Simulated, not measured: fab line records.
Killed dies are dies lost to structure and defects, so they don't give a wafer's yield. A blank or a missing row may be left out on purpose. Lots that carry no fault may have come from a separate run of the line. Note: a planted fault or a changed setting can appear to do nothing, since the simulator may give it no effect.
Matching of chambers ; flow nand_harc ; ald_sin-04 running NHARC_P_GATE_ALD_36: 4 sister chambers
The step deposits SiNx, target thk 20 nm, pulse time 60 s, ald cycles 223. 16 wafers are shown with their chamber, then 8 later ones without.

== EACH WAFER AND ITS CHAMBER ==
wafer;chamber;heater_power_w (W);precursor_pulse_height_rel
L075.1;2;775;0.974
L075.3;3;899;0.971
L075.2;1;850;0.966
L075.5;2;752;0.975
L075.4;3;900;0.990
L075.6;1;865;0.997
L079.3;1;878;0.981
L079.5;2;750;0.993
L079.6;3;906;0.978
L081.2;0;856;1.022
L081.4;3;888;1.023
L081.5;0;864;1.011
L084.3;2;774;0.998
L084.6;1;862;0.972
L084.5;2;773;1.008
L087.1;3;902;0.969

SIGNATURES (averages over the wafers above)
reading;chamber 0;chamber 1;chamber 2;chamber 3;scatter within a chamber
heater_power_w;860.00;863.75;764.80;899.00;10.2
precursor_pulse_height_rel;1.01650;0.97900;0.98960;0.98620;0.0169
Rule: a wafer's distance from a chamber is the root of the sum, over the readings, of the square of ((its reading less the chamber's mean) divided by the reading's scatter). The wafer belongs to the nearest chamber; if the next one is less than 2 further off, it can't be placed. The scatter is the square root of a quotient: the sum, over the shown wafers, of each reading's squared deviation from its chamber's mean, divided by wafers minus chambers.

== WAFERS WHOSE CHAMBER IS MISSING ==
wafer;heater_power_w (W);precursor_pulse_height_rel
L087.3;857;0.998
L087.6;878;0.981
L092.3;763;1.038
L092.5;885;0.980
L092.6;748;1.018
L095.3;833;1.006
L095.2;832;0.991
L095.5;836;1.016

== EACH ONE'S CHAMBER ==
wafer;from the rows above;in truth
L087.3;can't be placed: 0 or 1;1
L087.6;can't be placed: 1 or 3 or 0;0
L092.3;2;2
L092.5;can't be placed: 3 or 1 or 0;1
L092.6;2;2
L095.3;can't be placed: 0 or 1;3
L095.2;can't be placed: 0 or 1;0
L095.5;can't be placed: 0 or 1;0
2 of 8 placed correctly. Can't be placed from these rows: 6 (the true chamber is among the candidates in 5). Placed wrongly: 0.
